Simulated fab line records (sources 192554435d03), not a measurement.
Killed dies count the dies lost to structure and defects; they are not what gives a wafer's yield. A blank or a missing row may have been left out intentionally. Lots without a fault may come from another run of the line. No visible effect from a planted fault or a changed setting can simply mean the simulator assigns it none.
Struck lot and sound lot, side by side    flow n5_finfet    14 steps out of a route of 1938
Sound: the wafers L456.3, L456.4, L456.6. Struck: wafer L464.6. Last of all comes the cause.
At each step with rows: each side's tool, then ch and its chambers, then its first start. Under that, the readings that differ: sound wafers    struck wafers    difference of the means    sigmas: that difference in standard deviations of wafers without a fault.
alike: a reading whose means differ by less than 2 such deviations, as well as words and numbers matching on both sides. not compared: withheld readings; readings where some wafer has no value; bounds like >300 that might hide an equal value; numbers whose values overlap and for which the record gives no deviation.
A row with sigmas, a row that says differs or no value, or rows on one side alone: a step with any of these is where the two part. When numbers do not overlap yet have no deviation, they are printed without sigmas and do not part them. A reading that every wafer of one side lacks parts them only if that side has two wafers or more.

first, 8 steps without rows for these wafers: N5_BEOL_M2_COAT_62 (time 60 s, resist thk 12 nm); N5_BEOL_M2_COAT_73 (time 60 s, resist thk 5 nm); N5_BEOL_M2_COAT_05 (resist thk 30 nm); N5_BEOL_M2_EBR_07; N5_BEOL_M2_SOFTBAKE_06 (time 60 s); N5_BEOL_M2_EXPOSE_08 (exposes mask M2); N5_BEOL_M2_PEB_09 (peb time 60 s); N5_BEOL_M2_DEVELOP_10 (develop time 30 s).
N5_BEOL_M2_CD_MEAS_11 targets a cd of 16.79 nm.
  sound on cd_sem-01 ch 0, day 8 15:52; struck on cd_sem-03 ch 0, day 10 12:07
  alike: cd_nm
N5_BEOL_M2_OVL_MEAS_12:
  sound on overlay-01 ch 0, day 8 15:55; struck on overlay-02 ch 0, day 10 12:10
  alike: M2_OVL
N5_BEOL_M2_DESCUM_16: chemistry O2, time 7 s.
  sound on rie_diel-01 ch 1,2,3, day 8 16:10; struck on rie_diel-03 ch 2, day 10 12:29
  alike: bias_power_w, drypump_motor_current_A, oes_product_au, rf_vpp_V, showerhead_plenum_p_Torr, throttle_valve_pct
  not compared: rf_hours_counter_h
N5_BEOL_M2_ETCH_74: etches underlayer in N2/H2, target depth 6.5 nm, time 5.2 s.
  sound on rie_diel-01 ch 1,2,3, day 8 16:13; struck on rie_diel-03 ch 2, day 10 12:31
reading                sound           struck  difference  sigmas
etch_rf_on_time_s (s)  5.25 5.18 4.99  6.28    +1.14       +10
  alike: drypump_motor_current_A, oes_product_au, rf_vpp_V, showerhead_plenum_p_Torr, throttle_valve_pct
  not compared: rf_hours_counter_h
N5_BEOL_M2_ETCH_63: etches SiARC in CF4, target depth 15.6 nm, time 26 s.
  sound on rie_diel-01 ch 1,2,3, day 8 16:13; struck on rie_diel-03 ch 2, day 10 12:32
  alike: drypump_motor_current_A, etch_rf_on_time_s, oes_product_au, rf_vpp_V, showerhead_plenum_p_Torr, throttle_valve_pct
  not compared: rf_hours_counter_h
N5_PASSIVATION_PROBE_49:
  the record has rows for the sound wafers here (prober-01, day 13 17:05) and none for the struck ones

## WHERE THEY PART
At N5_BEOL_M2_ETCH_74 first; at N5_PASSIVATION_PROBE_49 last (within this record only).

WHY: whatever the simulator had introduced
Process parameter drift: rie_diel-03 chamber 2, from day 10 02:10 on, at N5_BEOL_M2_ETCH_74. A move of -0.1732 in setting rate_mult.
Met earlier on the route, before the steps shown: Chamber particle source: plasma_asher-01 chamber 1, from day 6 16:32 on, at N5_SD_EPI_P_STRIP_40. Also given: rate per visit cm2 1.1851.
